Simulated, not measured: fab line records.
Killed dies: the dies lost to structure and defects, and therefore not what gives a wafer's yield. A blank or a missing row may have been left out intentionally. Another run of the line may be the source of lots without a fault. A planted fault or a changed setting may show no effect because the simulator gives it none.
Chamber matching :: flow nand-harc :: 4 sister chambers for NHARC_A_STAIRCASE_TRIM_229 on rie-diel-13
The step chemistry O2, time 211.2 s. 18 wafers are shown with their chamber, then 9 later ones without.

== EACH WAFER AND ITS CHAMBER ==
wafer: L076.3
chamber: 1
drypump-motor-current-A (A): 6.4
showerhead-plenum-p-Torr (Torr): 3.80
oes-product-au (a.u.): 0.993

wafer: L076.4
chamber: 0
drypump-motor-current-A (A): 6.3
showerhead-plenum-p-Torr (Torr): 3.62
oes-product-au (a.u.): 0.993

wafer: L076.5
chamber: 2
drypump-motor-current-A (A): 6.5
showerhead-plenum-p-Torr (Torr): 3.52
oes-product-au (a.u.): 1.003

wafer: L080.2
chamber: 2
drypump-motor-current-A (A): 6.5
showerhead-plenum-p-Torr (Torr): 3.51
oes-product-au (a.u.): 1.004

wafer: L080.4
chamber: 1
drypump-motor-current-A (A): 6.5
showerhead-plenum-p-Torr (Torr): 3.80
oes-product-au (a.u.): 0.997

wafer: L080.6
chamber: 1
drypump-motor-current-A (A): 6.5
showerhead-plenum-p-Torr (Torr): 3.80
oes-product-au (a.u.): 0.983

wafer: L081.1
chamber: 3
drypump-motor-current-A (A): 5.5
showerhead-plenum-p-Torr (Torr): 3.30
oes-product-au (a.u.): 1.002

wafer: L081.5
chamber: 2
drypump-motor-current-A (A): 6.5
showerhead-plenum-p-Torr (Torr): 3.51
oes-product-au (a.u.): 1.002

wafer: L081.6
chamber: 3
drypump-motor-current-A (A): 5.6
showerhead-plenum-p-Torr (Torr): 3.30
oes-product-au (a.u.): 1.005

wafer: L084.2
chamber: 0
drypump-motor-current-A (A): 6.3
showerhead-plenum-p-Torr (Torr): 3.60
oes-product-au (a.u.): 1.003

wafer: L084.5
chamber: 3
drypump-motor-current-A (A): 5.6
showerhead-plenum-p-Torr (Torr): 3.29
oes-product-au (a.u.): 1.009

wafer: L084.6
chamber: 2
drypump-motor-current-A (A): 6.5
showerhead-plenum-p-Torr (Torr): 3.50
oes-product-au (a.u.): 1.004

wafer: L089.1
chamber: 1
drypump-motor-current-A (A): 6.4
showerhead-plenum-p-Torr (Torr): 3.78
oes-product-au (a.u.): 0.987

wafer: L089.5
chamber: 0
drypump-motor-current-A (A): 6.3
showerhead-plenum-p-Torr (Torr): 3.59
oes-product-au (a.u.): 1.016

wafer: L089.6
chamber: 1
drypump-motor-current-A (A): 6.4
showerhead-plenum-p-Torr (Torr): 3.78
oes-product-au (a.u.): 0.988

wafer: L091.4
chamber: 3
drypump-motor-current-A (A): 5.5
showerhead-plenum-p-Torr (Torr): 3.81
oes-product-au (a.u.): 0.998

wafer: L091.5
chamber: 3
drypump-motor-current-A (A): 5.5
showerhead-plenum-p-Torr (Torr): 3.81
oes-product-au (a.u.): 0.992

wafer: L091.6
chamber: 0
drypump-motor-current-A (A): 6.3
showerhead-plenum-p-Torr (Torr): 3.59
oes-product-au (a.u.): 1.019

SIGNATURES (averages over the wafers above)
reading: drypump-motor-current-A
chamber 0: 6.300
chamber 1: 6.440
chamber 2: 6.500
chamber 3: 5.540
scatter within a chamber: 0.0414

reading: showerhead-plenum-p-Torr
chamber 0: 3.6000
chamber 1: 3.7920
chamber 2: 3.5100
chamber 3: 3.5020
scatter within a chamber: 0.151

reading: oes-product-au
chamber 0: 1.00775
chamber 1: 0.98960
chamber 2: 1.00325
chamber 3: 1.00120
scatter within a chamber: 0.00721
Rule: a wafer lies at a distance from a chamber equal to the root of the sum of squares, over the readings, of (its reading less the chamber's mean, divided by the reading's scatter). The wafer belongs to the nearest chamber; if the next one is less than 2 further off, it can't be placed. How the scatter is found: for the shown wafers, subtract from each reading the mean of its chamber, square and add these, divide the total by (wafers less chambers), then take the root.

== WAFERS WITHOUT THEIR CHAMBER ==
wafer: L093.2
drypump-motor-current-A (A): 5.6
showerhead-plenum-p-Torr (Torr): 3.80
oes-product-au (a.u.): 0.995

wafer: L093.5
drypump-motor-current-A (A): 6.5
showerhead-plenum-p-Torr (Torr): 3.48
oes-product-au (a.u.): 1.004

wafer: L093.6
drypump-motor-current-A (A): 6.4
showerhead-plenum-p-Torr (Torr): 3.78
oes-product-au (a.u.): 0.996

wafer: L097.2
drypump-motor-current-A (A): 6.3
showerhead-plenum-p-Torr (Torr): 3.58
oes-product-au (a.u.): 1.021

wafer: L097.3
drypump-motor-current-A (A): 6.4
showerhead-plenum-p-Torr (Torr): 3.77
oes-product-au (a.u.): 0.992

wafer: L097.4
drypump-motor-current-A (A): 5.6
showerhead-plenum-p-Torr (Torr): 3.79
oes-product-au (a.u.): 0.992

wafer: L095.1
drypump-motor-current-A (A): 6.3
showerhead-plenum-p-Torr (Torr): 3.58
oes-product-au (a.u.): 1.014

wafer: L095.4
drypump-motor-current-A (A): 6.4
showerhead-plenum-p-Torr (Torr): 3.77
oes-product-au (a.u.): 0.989

wafer: L095.6
drypump-motor-current-A (A): 5.6
showerhead-plenum-p-Torr (Torr): 3.79
oes-product-au (a.u.): 0.993

== EACH ONE'S CHAMBER ==
wafer: L093.2
from the rows above: 3
in truth: 3

wafer: L093.5
from the rows above: 2
in truth: 2

wafer: L093.6
from the rows above: can't be placed: 1 or 0 or 2
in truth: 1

wafer: L097.2
from the rows above: 0
in truth: 0

wafer: L097.3
from the rows above: 1
in truth: 1

wafer: L097.4
from the rows above: 3
in truth: 3

wafer: L095.1
from the rows above: 0
in truth: 0

wafer: L095.4
from the rows above: 1
in truth: 1

wafer: L095.6
from the rows above: 3
in truth: 3
Correct placement for 8 of the 9. Unplaceable from these rows: 1, with the true chamber sitting among the candidates in 1. 0 placed wrongly.
